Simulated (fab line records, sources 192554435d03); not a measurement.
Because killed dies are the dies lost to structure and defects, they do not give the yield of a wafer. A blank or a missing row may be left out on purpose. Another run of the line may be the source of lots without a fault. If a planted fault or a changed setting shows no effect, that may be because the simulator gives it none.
Chamber matching | flow n5-finfet | 4 sister chambers for N5_BEOL_M7_CMP_52 on cmp-04
The step polishes, stops on SiCOH lowk, t overpolish 6.9 s, target thk 80 nm. 4 wafers are shown with their chamber, then 9 later ones without.

== WAFERS PAIRED WITH THEIR CHAMBERS ==
wafer  | chamber | motor-current-A (A)
L081.5 | 2       | 5.4
L086.1 | 1       | 7.0
L084.2 | 3       | 5.9
L084.6 | 0       | 5.7

== WAFERS WITH NO CHAMBER GIVEN ==
wafer  | motor-current-A (A)
L089.4 | 6.8
L089.5 | 6.2
L089.6 | 5.4
L097.2 | 5.3
L097.3 | 5.9
L097.5 | 6.6
L096.3 | 6.5
L096.4 | 5.4
L096.6 | 6.6

== CHAMBER TAKEN BY EACH ==
wafer  | from the rows above               | in truth
L089.4 | 1                                 | 1
L089.5 | can't be placed: 3 or 0 or 1 or 2 | 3
L089.6 | can't be placed: 2 or 0 or 3      | 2
L097.2 | can't be placed: 2 or 0 or 3      | 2
L097.3 | can't be placed: 3 or 0 or 2      | 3
L097.5 | can't be placed: 1 or 3 or 0      | 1
L096.3 | can't be placed: 1 or 3 or 0      | 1
L096.4 | can't be placed: 2 or 0 or 3      | 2
L096.6 | can't be placed: 1 or 3 or 0      | 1
Correctly placed: 1 of 9. These rows do not allow placing 8 (true chamber among the candidates in 8). Number placed wrongly: 0.
How it was worked out, from the rows above alone: a wafer's distance from a chamber is the root of the sum, over the readings, of the square of ((its reading less the chamber's mean) divided by the reading's scatter). The wafer belongs to the nearest chamber; if the next one is less than 2 further off, it can't be placed. The mean given for a chamber averages the wafers shown for that chamber. The scatter (one wafer shown for each chamber): square how far every hidden wafer sits from the nearest shown wafer, average those squares and take the square root.
